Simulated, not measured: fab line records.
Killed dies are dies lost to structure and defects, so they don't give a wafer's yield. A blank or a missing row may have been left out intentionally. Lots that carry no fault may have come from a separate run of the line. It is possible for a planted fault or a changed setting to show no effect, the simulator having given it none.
One fault through the eyes of 3 desks    flow n5 finfet    each desk holds nothing but its own numbers, with what lay behind them at the end

== FROM THE METROLOGY DESK ==
Lot by lot, what the gauges showed, no matter which tool ran the lot: averages of those sampled wafers that carry a number. Marked OUT: a lot whose mean sits more than 4 standard deviations from the usual mean, which makes it out of limits; the brackets give that distance. Shown here are 7 of its 10 readings, the ones lying furthest out on some lot.
Columns: A = DIBL_P at N5_BEOL_M4_RC_MEAS_101, usual 35.2 mV/V; B = ION_N at N5_BEOL_M4_RC_MEAS_101, usual 670 uA/um; C = ION_P at N5_BEOL_M4_RC_MEAS_101, usual 460 uA/um; D = SS_N at N5_BEOL_M4_RC_MEAS_101, usual 71.2 mV/dec; E = SS_P at N5_BEOL_M4_RC_MEAS_101, usual 73.0 mV/dec; F = VT_N at N5_BEOL_M4_RC_MEAS_101, usual 251 mV; G = VT_P at N5_BEOL_M4_RC_MEAS_101, usual -251.4 mV
lot   first seen here  A     B    C    D     E     F    G
L527  day 9 00:25      34.2  668  458  70.8  72.8  252  -252.1
L528  day 9 18:31      35.6  660  457  71.0  72.5  257  -255.6
L533  day 10 21:23     33.8  666  463  70.9  72.6  251  -251.5
L536  day 11 05:33     33.1  673  463  70.5  72.1  251  -252.2
L537  day 11 05:44     35.2  667  461  71.3  73.0  252  -250.4
L538  day 12 01:58     32.9  655  450  71.2  72.7  254  -251.3
L543  day 12 17:07     36.2  678  462  71.2  73.3  249  -253.3
L546  day 13 21:32     32.4  679  468  70.9  72.7  252  -250.6
L545  day 14 03:51     36.7  667  460  72.0  73.4  248  -249.4
This desk found nothing out of limits on any of the 9 lots.

== THE DEFECT DESK ==
Inspection counts along the route, by lot: the mean over sampled wafers that carry a number. Marked OUT: a lot whose mean sits more than 4 standard deviations from the usual mean, which makes it out of limits; the brackets give that distance.
Columns: A = raw defect count at N5_HKMG_FIN_INSPECT_28, usual 41
lot   first seen here  A
L527  day 4 16:14      44
L528  day 4 18:38      27
L533  day 6 00:38      69
L536  day 6 20:19      73
L537  day 7 02:41      43
L538  day 7 11:35      25
L543  day 8 14:01      36
L545  day 9 03:55      56
L546  day 9 10:10      36
This desk found nothing out of limits on any of the 9 lots.

== DESK OF THE TOOL OWNER: rie metal-02 ==
The tool's own readings at N5_GATE_CUT_ETCH_56 (etches TiN in Cl2/Ar, target depth 21.6 nm): means of the sampled wafers that have a number, for each lot that ran on this tool. Marked OUT: a lot whose mean sits more than 4 standard deviations from the usual mean, which makes it out of limits; the brackets give that distance.
Columns: A = drypump motor current A at N5_GATE_CUT_ETCH_56, usual 5.9 A; B = mfc ar sccm at N5_GATE_CUT_ETCH_56, usual 59.96 sccm; C = mfc cl2 sccm at N5_GATE_CUT_ETCH_56, usual 40.02 sccm; D = oes product au at N5_GATE_CUT_ETCH_56, usual 0.78 a.u.; E = throttle valve pct at N5_GATE_CUT_ETCH_56, usual 20.79 %
lot   first seen here  A    B      C                D     E
L528  day 4 18:47      5.8  59.94  40.03            0.80  20.67
L533  day 6 00:47      5.7  60.02  40.04            0.76  20.74
L536  day 6 20:30      5.8  59.80  45.57 (+43) OUT  0.79  21.34
L537  day 7 02:51      5.7  59.92  51.24 (+86) OUT  0.77  22.07 (+6.1) OUT
This desk's verdict: out of limits on L536, L537, starting with L536 at day 6 20:30 (mfc cl2 sccm at N5_GATE_CUT_ETCH_56). In limits: L528, L533.

== BROUGHT TOGETHER ==
An alarm could have come from the tool owner's desk at day 6 20:30, on L536, L537.
Nothing out of limits was seen by the metrology desk.
No out-of-limits result turned up at the defect desk.
The metrology desk has L536, L537 on record, within its limits.
The defect desk has L536, L537 on record, within its limits.
The lots listed all ran N5_GATE_CUT_ETCH_56 on rie metal-02.

== WHAT THE SIMULATOR HAD PUT IN ==
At N5_GATE_CUT_ETCH_56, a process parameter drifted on rie metal-02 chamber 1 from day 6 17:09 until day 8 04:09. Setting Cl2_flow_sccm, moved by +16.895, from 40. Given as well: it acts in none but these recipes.
Shown lots that were struck: L536, L537.
Hours from the fault's start to each desk's first reading out of limits: the tool owner's desk, 3.
